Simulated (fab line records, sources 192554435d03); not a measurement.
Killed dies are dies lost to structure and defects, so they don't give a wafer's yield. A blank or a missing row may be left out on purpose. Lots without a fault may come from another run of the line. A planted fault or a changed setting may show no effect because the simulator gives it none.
Which tool did it? | flow n5_finfet | 13 lots, 35 wafers sampled, at 2 steps of a route of 1938

WHAT THE GAUGES READ, wafer by wafer
N5_BEOL_M11_THK_MEAS_01. Usual: M11_ILD_THK 269 nm, standard deviation 3.2.
lot  | measured     | on            | M11_ILD_THK (nm) | flag
L586 | day 10 00:55 | film_metro-02 | 268 273 273      |
L587 | day 10 14:21 | film_metro-01 | 264 266 268      |
L590 | day 10 22:23 | film_metro-01 | 266 273 274      |
L591 | day 11 06:56 | film_metro-02 | 275 270 271      |
L592 | day 11 15:22 | film_metro-01 | 275              |
L594 | day 12 01:26 | film_metro-01 | 268 267 270      |
L593 | day 12 06:28 | film_metro-02 | 268              |
L597 | day 13 00:40 | film_metro-01 | 264 268 271      |
L600 | day 13 09:18 | film_metro-01 | 268 271 267      |
L602 | day 14 05:22 | film_metro-02 | 266 266 271      |
L604 | day 15 00:50 | film_metro-01 | 264 266 273      |
L606 | day 15 03:18 | film_metro-02 | 270 270 267      |
L608 | day 16 05:42 | film_metro-02 | 271 268 272      |

WHICH TOOL RAN EACH LOT (tool, then ch and the chambers of the sampled wafers, then the start)
lot  | N5_BEOL_M10_DEGAS_44
L586 | pvd_sputter-03, day 9 21:51
L587 | pvd_sputter-01, day 10 11:33
L590 | pvd_sputter-01, day 10 19:25
L591 | pvd_sputter-01, day 11 04:08
L592 | pvd_sputter-01, day 11 11:11
L594 | pvd_sputter-02, day 11 22:47
L593 | pvd_sputter-02, day 12 03:22
L597 | pvd_sputter-02, day 12 20:22
L600 | pvd_sputter-03, day 13 05:46
L602 | pvd_sputter-02, day 14 02:52
L604 | pvd_sputter-02, day 14 20:58
L606 | pvd_sputter-03, day 15 00:27
L608 | pvd_sputter-03, day 16 01:33
- N5_BEOL_M10_DEGAS_44: time 60 s.

WHAT THE TOOLS THEMSELVES READ (means of the sampled wafers that have a number; where no wafer has one, the mark that the record gives instead)
N5_BEOL_M10_DEGAS_44. Usual: heater_power_w 313 W, standard deviation 17.
lot  | tool           | heater_power_w (W) | flag
L586 | pvd_sputter-03 | 321                |
L587 | pvd_sputter-01 | 312                |
L590 | pvd_sputter-01 | 321                |
L591 | pvd_sputter-01 | 316                |
L592 | pvd_sputter-01 | 300                |
L594 | pvd_sputter-02 | 321                |
L593 | pvd_sputter-02 | 334                |
L597 | pvd_sputter-02 | 313                |
L600 | pvd_sputter-03 | 319                |
L602 | pvd_sputter-02 | 310                |
L604 | pvd_sputter-02 | 309                |
L606 | pvd_sputter-03 | 312                |
L608 | pvd_sputter-03 | 320                |

THE ANSWER, worked out from the rows above alone
Rule: a lot is off if the mean of its wafers that have a number lies more than 3 standard deviations from the usual mean. A lot without any number at a reading at which 4 lots or more have one is off too. The other lots that the step has rows for count as sound. The gauges are gone through in route order, then the tools' own readings, and for those a lot's mean is taken as printed above. The first step at which some lot is off is used, and at that step the reading that is off furthest; a lot without a number counts as furthest.
No lot is off at any reading shown: from this, nothing can be told.

WHAT THE SIMULATOR HAD PUT IN
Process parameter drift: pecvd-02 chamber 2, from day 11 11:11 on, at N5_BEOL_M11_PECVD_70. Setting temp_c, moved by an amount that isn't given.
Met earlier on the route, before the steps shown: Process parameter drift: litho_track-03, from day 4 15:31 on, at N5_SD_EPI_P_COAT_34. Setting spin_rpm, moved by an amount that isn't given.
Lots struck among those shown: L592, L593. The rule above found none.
